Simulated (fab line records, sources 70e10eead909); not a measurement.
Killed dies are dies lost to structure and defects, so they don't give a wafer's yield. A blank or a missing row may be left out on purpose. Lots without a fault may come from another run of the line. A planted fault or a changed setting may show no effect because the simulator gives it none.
fab line records | flow nand_harc
record lots=6 wafers=18 last_day=25
route steps=1159 shown A_SOURCE_PLATE@414 A_ONON_D1@424 END@1159
lots that met no fault: from a run of the same line without faults
start_h: hours from the record's first day to the start of the lot's first wafer shown | wait_h: hours since the lot's step before | " the same as in the row above | L1.1+2: a row that stands for several wafers | - no value, or no start given | * or withheld: withheld | < > ~ a bound
route shown NAME@n: a module of which the file shows steps, and the number in the route of the first | usual: mean/standard deviation of fault-free wafers | same: alike in all rows | chamber/n: place in a boat | sites: the reading at each site | _std_site: their standard deviation | _edge_site: outer sites' mean less inner sites' | radius_mm: how far each site lies from the wafer's centre | mask NAME#n: copy n | behind: the tool/chamber that last shaped the wafer | hold: why the lot was held/for how many hours/how that ended | device: the transistor (n, p or np) that didn't switch | end of line: the same wafers' tests at the end of the route | a step without rows: its recipe alone | killed: dies lost to structure and defects at the first sort, not the wafer's yield | map: a wafer's dies, x killed, . not, _ none there
set.NAME: the setting as run; set.NAME@STEP: as run at that earlier step | model.NAME: the simulator's own value behind a step, which no gauge read
lots at some steps of the route; a table a step, a row a wafer
services: from which hour (start_h, from the record's first day; less than 0 if before it) a tool's chamber was out of use, for how many hours, and why
## steps
# step NHARC_A_SOURCE_PLATE_SRD_01
# step NHARC_A_SOURCE_PLATE_OXIDE_02
# recipe target_thk_a=100 temp_c=900 ox_time_s=1362 material=SiO2
# step NHARC_A_SOURCE_PLATE_THK_MEAS_09
# recipe thk_meas_gauge=ellipsometry
# usual thk_nm=9.9/1
# columns lot.wafer tool chamber start_h wait_h thk_nm
L111.2 film_metro-01 - 179.60 0.4 9.6
L111.4 " - " " 8.7
L111.6 " - " " 11.0
L114.1 film_metro-02 - 208.06 0.4 8.8
L114.2 " - " " 9.5
L114.5 " - " " 8.2
L120.1 film_metro-02 - 244.03 0.4 10.5
L120.3 " - " " 9.7
L120.4 " - " " 9.3
L121.2 film_metro-02 - 247.76 0.4 10.4
L121.4 " - " " 10.5
L121.5 " - " " 9.3
L125.2 film_metro-02 - 259.02 0.4 9.1
L125.5 " - " " 10.8
L125.6 " - " " 10.3
L126.1 film_metro-01 - 272.22 0.4 8.6
L126.3 " - " " 9.9
L126.4 " - " " 10.6
# step NHARC_A_SOURCE_PLATE_PVD_04
# recipe target_thk_a=500 material=WSi2
# step NHARC_A_SOURCE_PLATE_CVD_03
# recipe target_thk_a=2000 temp_c=620 pressure_mtorr=200 time_s=4000 material=poly-Si
# step NHARC_A_SOURCE_PLATE_ANNEAL_05
# recipe temp_c=850 time_s=1800
# step NHARC_A_SOURCE_PLATE_THK_MEAS_06
# recipe thk_meas_gauge=ellipsometry
# usual thk_nm=199.5/2.2
# columns lot.wafer tool chamber start_h wait_h thk_nm
L111.2 film_metro-01 - 192.39 0.4 198.1
L111.4 " - " " 197.4
L111.6 " - " " 197.6
L114.1 film_metro-01 - 220.91 0.4 199.6
L114.2 " - " " 199.1
L114.5 " - " " 201.1
L121.2 film_metro-01 - 258.34 0.4 197.9
L121.4 " - " " 199.4
L121.5 " - " " 199.6
L120.1 film_metro-02 - 258.34 0.4 197.5
L120.3 " - " " 197.8
L120.4 " - " " 197.5
L125.2 film_metro-02 - 274.17 0.4 201.1
L125.5 " - " " 200.2
L125.6 " - " " 200.3
L126.1 film_metro-02 - 285.38 0.4 200.7
L126.3 " - " " 197.4
L126.4 " - " " 197.2
# step NHARC_A_SOURCE_PLATE_INSPECT_08
# usual raw_defect_count=65/23
# columns lot.wafer tool chamber start_h wait_h raw_defect_count
L111.2 defect_inspect-01 - 192.45 0.0 75
L111.4 " - " " 99
L111.6 " - " " 80
L114.1 defect_inspect-01 - 220.97 0.0 72
L114.2 " - " " 69
L114.5 " - " " 87
L121.2 defect_inspect-02 - 258.40 0.0 85
L121.4 " - " " 53
L121.5 " - " " 56
L120.1 defect_inspect-01 - 258.41 0.0 73
L120.3 " - " " 75
L120.4 " - " " 44
L125.2 defect_inspect-02 - 274.25 0.1 65
L125.5 " - " " 64
L125.6 " - " " 54
L126.1 defect_inspect-02 - 285.44 0.0 44
L126.3 " - " " 79
L126.4 " - " " 66
# step NHARC_A_ONON_D1_DEP_00
# recipe target_thk_a=10000 n2_flow_sccm=2750 n2o_flow_sccm=2000 nh3_flow_sccm=500 sih4_flow_sccm=210 temp_c=400
# step NHARC_A_ONON_D1_THK_MEAS_02
# recipe thk_meas_gauge=ellipsometry
# usual thk_nm=999/9.4
# columns lot.wafer tool chamber start_h wait_h thk_nm
L111.2 film_metro-01 - 193.03 - 1001
L111.4 " - " " 1000
L111.6 " - " " 1001
L114.1 film_metro-01 - 221.55 - 1001
L114.2 " - " " 1001
L114.5 " - " " 1001
L121.2 film_metro-01 - 258.98 - 1003
L121.4 " - " " 1004
L121.5 " - " " 1006
L120.1 film_metro-02 - 259.33 - 1010
L120.3 " - " " 1011
L120.4 " - " " 1011
L125.2 film_metro-02 - 274.83 - 988
L125.5 " - " " 990
L125.6 " - " " 987
L126.1 film_metro-01 - 286.16 - 1001
L126.3 " - " " 1004
L126.4 " - " " 1002
# step NHARC_A_ONON_D1_DEP_03
# recipe target_thk_a=10000 n2_flow_sccm=2750 n2o_flow_sccm=2000 nh3_flow_sccm=500 sih4_flow_sccm=210 temp_c=400
# columns lot.wafer tool chamber start_h wait_h
L111.2+4+6 pecvd_onon-01 0 193.14 0.1
L114.1+2+5 pecvd_onon-03 0 221.61 0.1
L121.2+4+5 pecvd_onon-03 0 259.09 0.1
L120.1+3+4 pecvd_onon-03 0 259.39 0.1
L125.2+5+6 pecvd_onon-01 0 274.95 0.1
L126.1+3+4 pecvd_onon-01 0 286.21 0.1
# step NHARC_A_ONON_D1_THK_MEAS_05
# recipe thk_meas_gauge=ellipsometry
# usual thk_nm=999/9.7
# columns lot.wafer tool chamber start_h wait_h thk_nm
L111.2 film_metro-01 - 193.60 - 1006
L111.4 " - " " 1007
L111.6 " - " " 1006
L114.1 film_metro-01 - 222.12 - 996
L114.2 " - " " 994
L114.5 " - " " 995
L121.2 film_metro-02 - 259.55 - 634
L121.4 " - " " 632
L121.5 " - " " 633
L120.1 film_metro-02 - 259.90 - 624
L120.3 " - " " 624
L120.4 " - " " 627
L125.2 film_metro-02 - 275.42 - 1010
L125.5 " - " " 1010
L125.6 " - " " 1009
L126.1 film_metro-02 - 286.73 - 1011
L126.3 " - " " 1009
L126.4 " - " " 1010
# step NHARC_A_ONON_D1_DEP_06
# recipe target_thk_a=10000 n2_flow_sccm=2750 n2o_flow_sccm=2000 nh3_flow_sccm=500 sih4_flow_sccm=210 temp_c=400
# step NHARC_END_SORT_01
# recipe temp_c=25
# usual killed_at_array=30/10 killed_at_other=0.5/0.82 killed_at_periphery=2.9/2 killed_dies=34/11 killed_open=3.2/1.8 killed_short=2.0/1.4
# same gross_dies=677
# columns lot.wafer tool chamber start_h wait_h killed_at_array killed_at_other killed_at_periphery killed_dies killed_open killed_short
L120.1 prober-02 0 559.70 2.5 676 0 1 677 4 2
L120.3 prober-02 0 561.31 3.1 673 2 2 677 3 4
L120.4 prober-02 0 562.12 3.4 674 1 2 677 2 2
L121.2 prober-02 0 568.32 2.8 672 0 5 677 6 4
L121.4 prober-02 0 569.91 3.4 671 1 5 677 7 2
L121.5 prober-02 0 570.71 3.7 673 0 4 677 1 5
# killed by level:class
L120.1 A_ONON_D1:area_dep=641 A_CHANNEL_HOLE_D1:chamber_film_flake=12 A_BLC:chamber_film_flake=5 A_STAIRCASE:chamber_film_flake=4 A_SGD_CUT:chamber_film_flake=3 A_CONTACT:chamber_film_flake=3 A_CHANNEL_HOLE_D1:geometric_particle:short=1 A_CHANNEL_HOLE_D1:geometric_particle:open=1
L120.3 A_ONON_D1:area_dep=643 A_CHANNEL_HOLE_D1:chamber_film_flake=13 A_BLC:chamber_film_flake=5 A_SGD_CUT:chamber_film_flake=4 A_STAIRCASE:chamber_film_flake=3 A_CHANNEL_FILL_D1:geometric_particle:short=2 P_STI:geometric_particle:open=1 P_CONTACT:geometric_particle:open=1
L120.4 A_ONON_D1:area_dep=643 A_CHANNEL_HOLE_D1:chamber_film_flake=18 A_SGD_CUT:chamber_film_flake=3 A_CONTACT:chamber_film_flake=3 A_BLC:chamber_film_flake=3 A_CHANNEL_FILL_D1:geometric_particle:open=1 A_CONTACT:geometric_particle:open=1 A_BLC:geometric_particle:short=1
L121.2 A_ONON_D1:area_dep=629 A_SLIT:chamber_film_flake=17 A_CHANNEL_HOLE_D1:chamber_film_flake=16 A_CONTACT:geometric_particle:open=4 A_WL_FILL:geometric_particle:short=3 P_STI:chamber_film_flake=2 P_GATE:geometric_particle:short=1 P_M0:geometric_particle:open=1
L121.4 A_ONON_D1:area_dep=620 A_SLIT:chamber_film_flake=22 A_CHANNEL_HOLE_D1:chamber_film_flake=16 A_CONTACT:chamber_film_flake=5 P_GATE:geometric_particle:short=1 P_GATE:geometric_particle:open=1 P_M1:geometric_particle:open=1 A_ONON_D1:geometric_particle:open=1
L121.5 A_ONON_D1:area_dep=621 A_SLIT:chamber_film_flake=24 A_CHANNEL_HOLE_D1:chamber_film_flake=20 A_CHANNEL_FILL_D1:geometric_particle:short=2 A_WL_FILL:geometric_particle:short=2 A_CONTACT:chamber_film_flake=2 P_M2:geometric_particle:open=1 A_SOURCE_PLATE:geometric_particle:short=1
# map L120.1 (x killed, . not)
____________x____________
_________xxxxxxx_________
_______xxxxxxxxxxx_______
______xxxxxxxxxxxxx______
_____xxxxxxxxxxxxxxx_____
____xxxxxxxxxxxxxxxxx____
____xxxxxxxxxxxxxxxxx____
___xxxxxxxxxxxxxxxxxxx___
___xxxxxxxxxxxxxxxxxxx___
__xxxxxxxxxxxxxxxxxxxxx__
__xxxxxxxxxxxxxxxxxxxxx__
_xxxxxxxxxxxxxxxxxxxxxxx_
_xxxxxxxxxxxxxxxxxxxxxxx_
_xxxxxxxxxxxxxxxxxxxxxxx_
_xxxxxxxxxxxxxxxxxxxxxxx_
_xxxxxxxxxxxxxxxxxxxxxxx_
xxxxxxxxxxxxxxxxxxxxxxxxx
xxxxxxxxxxxxxxxxxxxxxxxxx
xxxxxxxxxxxxxxxxxxxxxxxxx
xxxxxxxxxxxxxxxxxxxxxxxxx
xxxxxxxxxxxxxxxxxxxxxxxxx
_xxxxxxxxxxxxxxxxxxxxxxx_
_xxxxxxxxxxxxxxxxxxxxxxx_
_xxxxxxxxxxxxxxxxxxxxxxx_
_xxxxxxxxxxxxxxxxxxxxxxx_
_xxxxxxxxxxxxxxxxxxxxxxx_
__xxxxxxxxxxxxxxxxxxxxx__
__xxxxxxxxxxxxxxxxxxxxx__
___xxxxxxxxxxxxxxxxxxx___
___xxxxxxxxxxxxxxxxxxx___
____xxxxxxxxxxxxxxxxx____
____xxxxxxxxxxxxxxxxx____
_____xxxxxxxxxxxxxxx_____
______xxxxxxxxxxxxx______
_______xxxxxxxxxxx_______
_________xxxxxxx_________
____________x____________
# map L121.2 (x killed, . not)
____________x____________
_________xxxxxxx_________
_______xxxxxxxxxxx_______
______xxxxxxxxxxxxx______
_____xxxxxxxxxxxxxxx_____
____xxxxxxxxxxxxxxxxx____
____xxxxxxxxxxxxxxxxx____
___xxxxxxxxxxxxxxxxxxx___
___xxxxxxxxxxxxxxxxxxx___
__xxxxxxxxxxxxxxxxxxxxx__
__xxxxxxxxxxxxxxxxxxxxx__
_xxxxxxxxxxxxxxxxxxxxxxx_
_xxxxxxxxxxxxxxxxxxxxxxx_
_xxxxxxxxxxxxxxxxxxxxxxx_
_xxxxxxxxxxxxxxxxxxxxxxx_
_xxxxxxxxxxxxxxxxxxxxxxx_
xxxxxxxxxxxxxxxxxxxxxxxxx
xxxxxxxxxxxxxxxxxxxxxxxxx
xxxxxxxxxxxxxxxxxxxxxxxxx
xxxxxxxxxxxxxxxxxxxxxxxxx
xxxxxxxxxxxxxxxxxxxxxxxxx
_xxxxxxxxxxxxxxxxxxxxxxx_
_xxxxxxxxxxxxxxxxxxxxxxx_
_xxxxxxxxxxxxxxxxxxxxxxx_
_xxxxxxxxxxxxxxxxxxxxxxx_
_xxxxxxxxxxxxxxxxxxxxxxx_
__xxxxxxxxxxxxxxxxxxxxx__
__xxxxxxxxxxxxxxxxxxxxx__
___xxxxxxxxxxxxxxxxxxx___
___xxxxxxxxxxxxxxxxxxx___
____xxxxxxxxxxxxxxxxx____
____xxxxxxxxxxxxxxxxx____
_____xxxxxxxxxxxxxxx_____
______xxxxxxxxxxxxx______
_______xxxxxxxxxxx_______
_________xxxxxxx_________
____________x____________
## services
# columns tool chamber start_h hours kind
pecvd_onon-01 - 195.49 13.0 pm
## key
first_sign step=NHARC_A_ONON_D1_THK_MEAS_05 reading=thk_nm direction=down sigmas=38 usual=999 struck=629
effect step=NHARC_END_SORT_01 reading=killed_at_array direction=up sigmas=62 usual=30 struck=673
more_kills_born_at NHARC_A_ONON_D1_DEP_03@pecvd_onon-03=3797
met_at NHARC_A_ONON_D1_DEP_03
struck_wafers L120.1,L120.3,L120.4,L121.2,L121.4,L121.5
later_rows_left_out L120.1,L120.3,L120.4,L121.2,L121.4,L121.5
tester_left_out L120,L121
onset_between 221.61 259.09
fault kind=process_parameter_drift tool=pecvd_onon-03 chamber=0 onset_h=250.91 steps=NHARC_A_ONON_D1_DEP_03 channel=target_thk_a offset=* shape=step end_h=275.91 acts_in=* stated=*
# tester_left_out: of these lots the tester's yield and bins aren't shown, on N5 and GAA mostly nor the transistor test; their killed dies are dies lost to structure and defects alone, not to doping, threshold or leakage, so they don't give the yield
# later_rows_left_out: the simulator's readings of these wafers behind a module that went badly wrong aren't trusted and aren't shown, but for the sort
